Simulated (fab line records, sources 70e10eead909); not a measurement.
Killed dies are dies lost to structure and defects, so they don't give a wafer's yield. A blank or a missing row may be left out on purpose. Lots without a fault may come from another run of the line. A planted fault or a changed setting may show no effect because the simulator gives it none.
Chamber matching | flow nand_harc | NHARC_A_BLC_CMP_25 on cmp-04: 4 sister chambers
The step polishes, t overpolish 30 s, target thk 150 nm. 8 wafers are shown with their chamber, then 12 later ones without.

WAFERS WITH THEIR CHAMBER
wafer  | chamber | motor_current_A (A) | time_to_endpoint_s (s)
L081.1 | 2       | 9.2                 | 28
L081.4 | 1       | 14.4                | 36
L087.3 | 3       | 13.1                | 26
L087.5 | 2       | 9.3                 | 30
L087.6 | 3       | 13.0                | 28
L085.3 | 0       | 12.7                | 30
L085.5 | 0       | 11.5                | 27
L085.6 | 1       | 13.6                | 33

WAFERS WITHOUT THEIR CHAMBER
wafer  | motor_current_A (A) | time_to_endpoint_s (s)
L085.1 | 13.2                | 34
L085.2 | 13.3                | 25
L085.4 | 9.4                 | 27
L088.1 | 13.5                | 29
L088.3 | 13.6                | 34
L088.5 | 13.4                | 34
L094.1 | 13.3                | 33
L094.2 | 13.1                | 26
L094.3 | 9.8                 | 26
L096.2 | 12.5                | 26
L096.3 | 13.1                | 34
L096.4 | 9.1                 | 31

WHICH CHAMBER EACH WENT THROUGH
wafer  | from the rows above          | in truth
L085.1 | 1                            | 1
L085.2 | can't be placed: 3 or 0      | 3
L085.4 | 2                            | 2
L088.1 | can't be placed: 3 or 0 or 1 | 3
L088.3 | 1                            | 1
L088.5 | 1                            | 1
L094.1 | can't be placed: 1 or 3 or 0 | 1
L094.2 | can't be placed: 3 or 0      | 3
L094.3 | 2                            | 2
L096.2 | can't be placed: 3 or 0      | 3
L096.3 | can't be placed: 1 or 0      | 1
L096.4 | 2                            | 2
Placed correctly: 6 of 12. Can't be placed from these rows: 6 (the true chamber is among the candidates in 6). Placed wrongly: 0.
How it was worked out, from the rows above alone: a wafer's distance from a chamber is the root of the sum, over the readings, of the square of ((its reading less the chamber's mean) divided by the reading's scatter). The wafer belongs to the nearest chamber; if the next one is less than 2 further off, it can't be placed. A chamber's mean is the mean of its shown wafers. The scatter: the root of (the sum of the squares of (reading less its chamber's mean) over the shown wafers, divided by (wafers less chambers)).
